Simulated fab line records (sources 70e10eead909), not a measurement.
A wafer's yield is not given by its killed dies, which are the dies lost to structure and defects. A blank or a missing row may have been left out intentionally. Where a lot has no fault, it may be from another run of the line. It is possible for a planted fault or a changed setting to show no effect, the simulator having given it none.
Chamber matching | flow nand harc | cmp-01 running NHARC_A_CHANNEL_FILL_D1_CMP_10: 4 sister chambers
The step polishes, target thk 150 nm. 8 wafers are shown with their chamber, then 9 later ones without.

## WAFERS WITH THEIR CHAMBER
wafer  | chamber | motor current A (A) | time to endpoint s (s)
L078.3 | 2       | 12.7                | 17
L078.6 | 2       | 12.8                | 18
L082.1 | 1       | 13.3                | 14
L082.2 | 0       | 12.0                | 11
L082.5 | 3       | 11.8                | 16
L088.1 | 0       | 12.4                | 13
L088.2 | 1       | 13.7                | 19
L088.4 | 3       | 12.0                | 19

## WAFERS WITHOUT THEIR CHAMBER
wafer  | motor current A (A) | time to endpoint s (s)
L087.1 | 11.4                | 21
L087.2 | 13.6                | 16
L087.3 | 11.2                | 17
L094.1 | 13.5                | 14
L094.3 | 11.7                | 17
L094.6 | 12.1                | 17
L095.3 | 11.7                | 16
L095.5 | 13.0                | 17
L095.6 | 13.1                | 19

## EACH ONE'S CHAMBER
wafer  | from the rows above     | in truth
L087.1 | 3                       | 3
L087.2 | 1                       | 1
L087.3 | can't be placed: 3 or 0 | 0
L094.1 | 1                       | 1
L094.3 | 3                       | 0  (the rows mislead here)
L094.6 | can't be placed: 3 or 0 | 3
L095.3 | can't be placed: 3 or 0 | 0
L095.5 | can't be placed: 2 or 1 | 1
L095.6 | can't be placed: 2 or 1 | 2
3 of 9 placed correctly. Not placeable from these rows: 5 (in 5, the candidates include the true chamber). Placed wrongly: 1.
How it was worked out, from the rows above alone: a wafer's distance from a chamber is the root of the sum, over the readings, of the square of ((its reading less the chamber's mean) divided by the reading's scatter). The wafer belongs to the nearest chamber; if the next one is less than 2 further off, it can't be placed. Each chamber's mean is taken over the wafers shown for it. The scatter is the square root of a quotient: the sum, over the shown wafers, of each reading's squared deviation from its chamber's mean, divided by wafers minus chambers.
